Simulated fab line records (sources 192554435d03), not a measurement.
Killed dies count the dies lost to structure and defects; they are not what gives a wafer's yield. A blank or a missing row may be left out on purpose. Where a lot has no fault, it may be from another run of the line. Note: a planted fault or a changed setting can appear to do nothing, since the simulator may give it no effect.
Matching of chambers || flow n5Finfet || rieDiel-03 running N5_MOL_CONTACT_COAG_ETCH_89: 3 sister chambers
The step etches underlayer in N2/H2, target depth 13 nm, time 10.4 s. 3 wafers are shown with their chamber, then 6 later ones without.

## WAFERS PAIRED WITH THEIR CHAMBERS
{"wafer": "L085.1", "chamber": 1, "showerheadPlenumPTorr (Torr)": 2.59}
{"wafer": "L089.2", "chamber": 0, "showerheadPlenumPTorr (Torr)": 2.64}
{"wafer": "L089.4", "chamber": 3, "showerheadPlenumPTorr (Torr)": 2.46}

## WAFERS WHOSE CHAMBER IS MISSING
{"wafer": "L089.5", "showerheadPlenumPTorr (Torr)": 2.58}
{"wafer": "L091.2", "showerheadPlenumPTorr (Torr)": 2.46}
{"wafer": "L091.6", "showerheadPlenumPTorr (Torr)": 2.58}
{"wafer": "L096.1", "showerheadPlenumPTorr (Torr)": 2.46}
{"wafer": "L096.3", "showerheadPlenumPTorr (Torr)": 2.63}
{"wafer": "L096.4", "showerheadPlenumPTorr (Torr)": 2.57}

## WHICH CHAMBER EACH ONE RAN IN
{"wafer": "L089.5", "from the rows above": 1, "in truth": 1}
{"wafer": "L091.2", "from the rows above": 3, "in truth": 3}
{"wafer": "L091.6", "from the rows above": 1, "in truth": 1}
{"wafer": "L096.1", "from the rows above": 3, "in truth": 3}
{"wafer": "L096.3", "from the rows above": 0, "in truth": 0}
{"wafer": "L096.4", "from the rows above": 1, "in truth": 1}
Correctly placed: 6 of 6. Not placeable from these rows: 0. Placed wrongly: 0.
How it was worked out, from the rows above alone: a wafer's distance from a chamber is the root of the sum, over the readings, of the square of ((its reading less the chamber's mean) divided by the reading's scatter). If the next closest chamber is less than 2 further off than the closest, the wafer can't be placed; otherwise it belongs to the closest. The mean given for a chamber averages the wafers shown for that chamber. The scatter (one wafer shown for each chamber): square how far every hidden wafer sits from the nearest shown wafer, average those squares and take the square root.
